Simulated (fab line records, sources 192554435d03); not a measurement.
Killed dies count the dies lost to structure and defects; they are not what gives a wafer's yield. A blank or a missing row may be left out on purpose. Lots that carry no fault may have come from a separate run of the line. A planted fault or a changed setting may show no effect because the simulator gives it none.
8D (eight disciplines) problem report, filled in by code || flow n5 finfet || the parts of the form that need people (team, actions taken, sign-off) are left out

1. WHAT WENT WRONG
Wafers without a fault read 2039 W, standard deviation 6.2; bias w at N5_BEOL_M15_TRENCH_ETCH_34 reads a mean of 2322 W on 6 wafers belonging to 2 lots. That puts it +46 standard deviations away from the usual mean.
The step: etches SiO2 in C4F8/O2/Ar, target depth 872.93 nm, time 199 s.
First seen on wafer L660.4, day 15 21:01, on rie diel-01. Wafers with a number at this step in the record: 18, from 6 lots. Rule for "out" (also "out of limits"): further than 4 standard deviations from the usual mean. The other wafers with a number count as sound.

2. WHAT IT IS AND WHAT IT IS NOT
{"question": "which readings at this step", "is": "bias w, rf vpp V", "is not": "drypump motor current A, oes_o_777_au, oes product au, showerhead plenum p Torr, throttle valve pct"}
{"question": "which lots", "is": "L660, L661", "is not": "L645, L655, L657, L667"}
{"question": "which wafers of those lots", "is": "all that have a number", "is not": "-"}
{"question": "read on which tools", "is": "rie diel-01", "is not": "rie diel-03"}
{"question": "when", "is": "from day 15 21:01", "is not": "up to then (9 sound wafers); but 3 sound wafers of L667 came after"}

3. THE SUSPECTS, EACH WITH WHAT RULES IT OUT
Counting: any tool at a process step up to the reading is kept as a suspect provided that every lot that is out went through it and no sound lot did after the first of them.
- rie diel-01 at N5_BEOL_M15_TRENCH_ETCH_34 (etches SiO2 in C4F8/O2/Ar, target depth 872.93 nm, time 199 s): kept. It ran every lot that is out, first L660 (day 15 21:01), and no sound lot after that; its last sound lot up to then is L657 (day 15 17:59). Out on those wafers are its own readings of bias w, rf vpp V.
Left after counting: rie diel-01 at N5_BEOL_M15_TRENCH_ETCH_34.

4. THE CAUSE (what the simulator had put in)
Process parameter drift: rie diel-01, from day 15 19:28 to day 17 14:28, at N5_BEOL_M15_TRENCH_ETCH_34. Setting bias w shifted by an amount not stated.
After counting, this tool was the only one left.

5. SEQUENCE OF EFFECTS, ordered by route
One row per reading whose mean, taken over the struck wafers that have a number, lies over 3 standard deviations from the usual. Scope: only readings with a usual standard deviation given in the record; hours: median across lots of the time from each lot's start at the first step in this table that gives one to its start at this step; sigmas: change in usual standard deviations.
{"hours": 0, "step": "N5_BEOL_M15_TRENCH_ETCH_34", "reading": "bias w", "usual": "2039 W", "on struck wafers": 2322, "change": "+283", "sigmas": "+46"}
{"hours": 0, "step": "N5_BEOL_M15_TRENCH_ETCH_34", "reading": "rf vpp V", "usual": "2221 V", "on struck wafers": 2471, "change": "+250", "sigmas": "+5.5"}
It contains these process steps:
- N5_BEOL_M15_TRENCH_ETCH_34: etches SiO2 in C4F8/O2/Ar, target depth 872.93 nm, time 199 s.
Later steps that measure or inspect, where all struck wafers having a row at the step show a number for every such reading and not one has moved that far: N5_BEOL_M15_THK_MEAS_50.

6. HOW IT WOULD HAVE BEEN CAUGHT EARLIER
In this record the first reading out of limits was taken at day 15 21:01, 2 hours after the fault began at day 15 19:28.
